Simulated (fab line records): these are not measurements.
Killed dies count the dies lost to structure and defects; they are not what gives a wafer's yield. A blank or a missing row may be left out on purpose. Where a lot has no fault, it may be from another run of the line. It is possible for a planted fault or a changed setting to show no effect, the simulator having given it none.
Which tool was responsible? | flow nandHarc | 24 lots with 72 wafers sampled at 6 steps, on a route of 1302 steps

== WHAT THE GAUGES SHOWED, per wafer ==
NHARC_P_GATE_CD_MEAS_11 targets a cd of 1640 nm. Usual: 1639.0 nm for cdNm, sd 2.5.
lot  | measured     | on       | cdNm (nm)            | flag
L074 | day 4 11:14  | cdSem-03 | 1637.9 1639.6 1638.5 | 
L075 | day 4 19:02  | cdSem-02 | 1639.6 1633.1 1637.7 | 
L076 | day 5 06:14  | cdSem-01 | 1637.5 1639.4 1642.7 | 
L077 | day 5 20:07  | cdSem-03 | 1637.8 1636.1 1635.5 | 
L078 | day 6 00:46  | cdSem-02 | 1642.0 1638.9 1639.4 | 
L079 | day 6 14:16  | cdSem-01 | 1636.8 1638.8 1639.3 | 
L080 | day 6 20:26  | cdSem-03 | 1641.2 1640.0 1643.9 | 
L081 | day 7 12:39  | cdSem-01 | 1639.6 1641.5 1641.6 | 
L082 | day 7 18:05  | cdSem-02 | 1637.8 1637.5 1639.1 | 
L083 | day 8 07:02  | cdSem-01 | 1638.8 1639.9 1637.4 | 
L084 | day 8 20:07  | cdSem-03 | 1643.1 1640.4 1641.5 | 
L085 | day 9 04:29  | cdSem-02 | 1643.5 1643.0 1640.8 | 
L086 | day 9 11:17  | cdSem-02 | 1638.2 1640.1 1640.4 | 
L088 | day 10 08:49 | cdSem-02 | 1636.0 1638.5 1634.9 | 
L087 | day 10 08:58 | cdSem-03 | 1636.7 1636.8 1638.7 | 
L089 | day 10 14:40 | cdSem-01 | 1640.5 1638.6 1637.1 | 
L090 | day 11 00:35 | cdSem-03 | 1639.0 1636.2 1638.0 | 
L091 | day 11 10:52 | cdSem-02 | 1641.0 1643.9 1639.7 | 
L092 | day 12 03:04 | cdSem-02 | 1640.4 1641.4 1639.5 | 
L093 | day 12 08:29 | cdSem-01 | 1637.3 1636.7 1639.3 | 
L094 | day 12 19:46 | cdSem-03 | 1636.2 1636.9 1632.9 | 
L095 | day 13 02:10 | cdSem-03 | 1633.4 1636.0 1634.7 | 
L096 | day 13 18:08 | cdSem-01 | 1642.4 1642.8 1642.4 | 
L097 | day 13 23:31 | cdSem-01 | 1637.5 1634.6 1638.5 | 

NHARC_P_CONTACT_INSPECT_14. Usual: 4.2 for rawDefectCount, sd 2.4.
lot  | measured     | on               | rawDefectCount | flag
L074 | day 6 00:15  | defectInspect-02 | 7 2 3          | 
L075 | day 6 06:22  | defectInspect-01 | 6 6 8          | 
L076 | day 6 18:51  | defectInspect-01 | 5 2 2          | 
L077 | day 7 09:08  | defectInspect-02 | 6 4 7          | 
L078 | day 7 15:28  | defectInspect-01 | 7 3 8          | 
L079 | day 8 05:48  | defectInspect-01 | 5 6 2          | 
L080 | day 8 07:49  | defectInspect-01 | 2 3 5          | 
L081 | day 8 22:58  | defectInspect-02 | 1 6 3          | 
L082 | day 9 14:54  | defectInspect-01 | 5 2 7          | 
L083 | day 9 20:07  | defectInspect-02 | 4 7 4          | 
L084 | day 10 11:00 | defectInspect-01 | 1 4 3          | 
L085 | day 10 21:56 | defectInspect-02 | 6 4 3          | 
L086 | day 11 03:12 | defectInspect-01 | 7 3 6          | 
L088 | day 11 19:26 | defectInspect-02 | 1 3 3          | 
L087 | day 11 22:08 | defectInspect-02 | 3 4 5          | 
L089 | day 12 00:55 | defectInspect-01 | 6 0 3          | 
L090 | day 12 10:16 | defectInspect-02 | 3 8 6          | 
L091 | day 12 23:09 | defectInspect-02 | 0 4 2          | 
L092 | day 13 12:49 | defectInspect-01 | 1 3 2          | 
L093 | day 13 21:29 | defectInspect-01 | 2 8 1          | 
L094 | day 14 08:40 | defectInspect-01 | 1 3 3          | 
L095 | day 14 14:54 | defectInspect-01 | 1 5 2          | 
L096 | day 15 06:35 | defectInspect-02 | 6 5 7          | 
L097 | day 15 14:31 | defectInspect-02 | 9 11 9         | 

NHARC_P_M0_INSPECT_27. Usual: 335 for rawDefectCount, sd 130.
lot  | measured     | on               | rawDefectCount | flag
L074 | day 6 07:17  | defectInspect-01 | 609 404 859    | 
L075 | day 6 13:11  | defectInspect-01 | 244 334 254    | 
L076 | day 7 01:37  | defectInspect-01 | 732 318 414    | 
L077 | day 7 15:54  | defectInspect-01 | 245 180 249    | 
L078 | day 7 22:11  | defectInspect-01 | 194 182 177    | 
L079 | day 8 12:22  | defectInspect-02 | 237 280 350    | 
L080 | day 8 14:31  | defectInspect-02 | 138 381 268    | 
L081 | day 9 05:42  | defectInspect-01 | 190 242 207    | 
L082 | day 9 22:00  | defectInspect-01 | 302 273 417    | 
L083 | day 10 02:56 | defectInspect-01 | 153 291 286    | 
L084 | day 10 17:41 | defectInspect-01 | 439 345 303    | 
L085 | day 11 04:43 | defectInspect-02 | 287 377 456    | 
L086 | day 11 10:07 | defectInspect-02 | 441 396 459    | 
L088 | day 12 02:10 | defectInspect-02 | 527 518 366    | 
L087 | day 12 05:04 | defectInspect-02 | 335 346 226    | 
L089 | day 12 07:58 | defectInspect-02 | 240 274 289    | 
L090 | day 12 17:08 | defectInspect-02 | 245 601 422    | 
L091 | day 13 06:04 | defectInspect-01 | 291 310 345    | 
L092 | day 13 19:34 | defectInspect-02 | 307 340 313    | 
L093 | day 14 04:14 | defectInspect-02 | 222 130 224    | 
L094 | day 14 15:23 | defectInspect-01 | 419 362 198    | 
L095 | day 14 21:34 | defectInspect-01 | 547 349 344    | 
L096 | day 15 13:18 | defectInspect-01 | 331 185 278    | 
L097 | day 15 22:04 | defectInspect-02 | 322 255 266    | 

NHARC_P_M1_THK_MEAS_24: measures by xrf. Usual: 157.6 nm for thkNm, sd 2.
lot  | measured     | on           | thkNm (nm)        | flag
L074 | day 6 11:16  | filmMetro-02 | 154.4 156.1 157.1 | 
L075 | day 6 17:04  | filmMetro-01 | 154.2 159.7 156.5 | 
L076 | day 7 05:29  | filmMetro-01 | 161.0 158.5 158.8 | 
L077 | day 7 19:55  | filmMetro-02 | 159.1 157.6 157.6 | 
L078 | day 8 02:04  | filmMetro-02 | 158.4 156.3 156.4 | 
L079 | day 8 16:22  | filmMetro-01 | 157.1 159.9 158.0 | 
L080 | day 8 18:40  | filmMetro-02 | 162.4 156.7 154.7 | 
L081 | day 9 09:46  | filmMetro-01 | 154.8 154.5 159.4 | 
L082 | day 10 02:03 | filmMetro-01 | 157.0 156.9 157.7 | 
L083 | day 10 06:59 | filmMetro-01 | 159.3 159.2 159.4 | 
L084 | day 10 21:49 | filmMetro-01 | 160.1 160.8 157.9 | 
L085 | day 11 08:41 | filmMetro-02 | 156.4 156.1 158.8 | 
L086 | day 11 14:08 | filmMetro-01 | 156.7 159.1 159.9 | 
L088 | day 12 06:04 | filmMetro-01 | 156.5 157.7 158.2 | 
L087 | day 12 08:56 | filmMetro-02 | 158.8 159.1 157.2 | 
L089 | day 12 11:55 | filmMetro-02 | 156.9 156.2 155.0 | 
L090 | day 12 21:10 | filmMetro-01 | 156.0 155.1 154.8 | 
L091 | day 13 10:01 | filmMetro-01 | 157.4 157.2 154.7 | 
L092 | day 13 23:43 | filmMetro-02 | 156.6 153.5 155.7 | 
L093 | day 14 08:13 | filmMetro-02 | 153.0 154.9 151.0 | 
L094 | day 14 19:25 | filmMetro-02 | 157.1 154.9 156.0 | 
L095 | day 15 01:32 | filmMetro-01 | 160.9 158.2 159.8 | 
L096 | day 15 17:23 | filmMetro-02 | 155.9 157.3 156.3 | 
L097 | day 16 02:13 | filmMetro-02 | 157.7 157.4 160.1 | 

== TOOL THAT RAN EACH LOT (tool first, then ch and the chambers of the sampled wafers, then the start) ==
lot  | NHARC_P_M0_CMP_23             | NHARC_P_M1_CMP_23
L074 | cmp-02 ch 0,1, day 6 06:51    | cmp-02 ch 0,1,3, day 6 11:02
L075 | cmp-01 ch 0,1,2, day 6 12:44  | cmp-03 ch 0,1, day 6 16:45
L076 | cmp-02 ch 0,2, day 7 01:10    | cmp-04 ch 0,2,3, day 7 05:10
L077 | cmp-04 ch 0,2,3, day 7 15:26  | cmp-04 ch 1,2,3, day 7 19:39
L078 | cmp-01 ch 0,1,3, day 7 21:46  | cmp-02 ch 0,1, day 8 01:47
L079 | cmp-04 ch 1,2,3, day 8 11:56  | cmp-04 ch 0,1,2, day 8 16:05
L080 | cmp-02 ch 1,2, day 8 14:02    | cmp-03 ch 1,2,3, day 8 18:25
L081 | cmp-01 ch 1,3, day 9 05:16    | cmp-03 ch 0,1,2, day 9 09:31
L082 | cmp-04 ch 0,2,3, day 9 21:32  | cmp-04 ch 0,1,3, day 10 01:44
L083 | cmp-04 ch 0,2, day 10 02:26   | cmp-04 ch 0,1,2, day 10 06:43
L084 | cmp-04 ch 1,2, day 10 17:11   | cmp-04 ch 0,1,2, day 10 21:29
L085 | cmp-01 ch 2,3, day 11 04:15   | cmp-04 ch 0,3, day 11 08:22
L086 | cmp-01 ch 1,2, day 11 09:41   | cmp-04 ch 0,2,3, day 11 13:49
L088 | cmp-01 ch 1,3, day 12 01:43   | cmp-04 ch 0,2,3, day 12 05:46
L087 | cmp-01 ch 0,1,2, day 12 04:39 | cmp-04 ch 0,1,2, day 12 08:38
L089 | cmp-01 ch 0,2,3, day 12 07:33 | cmp-03 ch 0,1,3, day 12 11:36
L090 | cmp-01 ch 1,2, day 12 16:40   | cmp-03 ch 0,3, day 12 20:53
L091 | cmp-01 ch 1,2,3, day 13 05:37 | cmp-04 ch 1,2,3, day 13 09:41
L092 | cmp-01 ch 0,1,2, day 13 19:08 | cmp-03 ch 0,3, day 13 23:23
L093 | cmp-02 ch 1,2,3, day 14 03:49 | cmp-03 ch 1,3, day 14 07:53
L094 | cmp-04 ch 0,1,3, day 14 14:55 | cmp-02 ch 0,1,2, day 14 19:07
L095 | cmp-02 ch 0,2, day 14 21:07   | cmp-04 ch 1,3, day 15 01:14
L096 | cmp-01 ch 1,2,3, day 15 12:52 | cmp-03 ch 0,3, day 15 17:06
L097 | cmp-01 ch 0,1,2, day 15 21:36 | cmp-04 ch 0,3, day 16 01:53
- NHARC_P_M0_CMP_23: polishes, t overpolish 20 s, target thk 117.54 nm.
- NHARC_P_M1_CMP_23: polishes, t overpolish 20 s, target thk 157.82 nm.

== AS READ BY THE TOOLS THEMSELVES (means over the sampled wafers that have a number; for cases with no such wafer, the mark the record gives instead) ==
NHARC_P_M0_CMP_23. Usual: motorCurrentA 12.4 A, standard deviation 1.4; timeToEndpointS 29.3 s, standard deviation 2.5.
lot  | tool   | motorCurrentA (A) | timeToEndpointS (s) | flag
L074 | cmp-02 | 13.8              | 30.4                | 
L075 | cmp-01 | 11.3              | 30.6                | 
L076 | cmp-02 | 13.7              | 28.8                | 
L077 | cmp-04 | 12.4              | 31.3                | 
L078 | cmp-01 | 11.9              | 27.2                | 
L079 | cmp-04 | 12.1              | 30.0                | 
L080 | cmp-02 | 14.3              | 28.6                | 
L081 | cmp-01 | 12.3              | 25.4                | 
L082 | cmp-04 | 12.3              | 30.0                | 
L083 | cmp-04 | 12.7              | 31.8                | 
L084 | cmp-04 | 12.0              | 29.6                | 
L085 | cmp-01 | 11.8              | 29.1                | 
L086 | cmp-01 | 11.0              | 26.4                | 
L088 | cmp-01 | 12.9              | 28.2                | 
L087 | cmp-01 | 11.7              | 29.7                | 
L089 | cmp-01 | 12.2              | 28.1                | 
L090 | cmp-01 | 11.5              | 31.6                | 
L091 | cmp-01 | 12.0              | 28.2                | 
L092 | cmp-01 | 11.2              | 28.8                | 
L093 | cmp-02 | 13.5              | 25.3                | 
L094 | cmp-04 | 13.3              | 28.2                | 
L095 | cmp-02 | 12.7              | 29.1                | 
L096 | cmp-01 | 12.1              | 27.7                | 
L097 | cmp-01 | 10.9              | 27.0                | 

NHARC_P_M1_CMP_23. Usual: motorCurrentA 12.2 A, standard deviation 1.6; timeToEndpointS 29 s, standard deviation 3.6.
lot  | tool   | motorCurrentA (A) | timeToEndpointS (s) | flag
L074 | cmp-02 | 13.4              | 29                  | 
L075 | cmp-03 | 11.7              | 24                  | 
L076 | cmp-04 | 12.3              | 29                  | 
L077 | cmp-04 | 12.0              | 30                  | 
L078 | cmp-02 | 12.6              | 31                  | 
L079 | cmp-04 | 13.3              | 31                  | 
L080 | cmp-03 | 10.8              | 27                  | 
L081 | cmp-03 | 11.0              | 28                  | 
L082 | cmp-04 | 12.9              | 32                  | 
L083 | cmp-04 | 13.3              | 32                  | 
L084 | cmp-04 | 13.7              | 32                  | 
L085 | cmp-04 | 13.0              | 30                  | 
L086 | cmp-04 | 12.6              | 28                  | 
L088 | cmp-04 | 12.4              | 28                  | 
L087 | cmp-04 | 13.1              | 30                  | 
L089 | cmp-03 | 11.3              | 23                  | 
L090 | cmp-03 | 11.4              | 25                  | 
L091 | cmp-04 | 12.3              | 29                  | 
L092 | cmp-03 | 11.0              | 25                  | 
L093 | cmp-03 | 11.4              | 20                  | 
L094 | cmp-02 | 13.2              | 29                  | 
L095 | cmp-04 | 12.1              | 29                  | 
L096 | cmp-03 | 11.5              | 25                  | 
L097 | cmp-04 | 12.4              | 30                  | 

== THE ANSWER, worked out from the rows above alone ==
Rule: take the mean of a lot's wafers that have a number; if it is more than 3 standard deviations from the usual mean, the lot is off. A lot without any number at a reading at which 4 lots or more have one is off too. All remaining lots with rows at the step are treated as sound. The gauges are gone through in route order, then the tools' own readings, and for those a lot's mean is taken as printed above. At the first step where some lot is off, the reading lying furthest off is the one used; lots without a number count as furthest.
Nothing can be told from this: no lot is off at any reading shown.

== WHAT THE SIMULATOR HAD INSERTED ==
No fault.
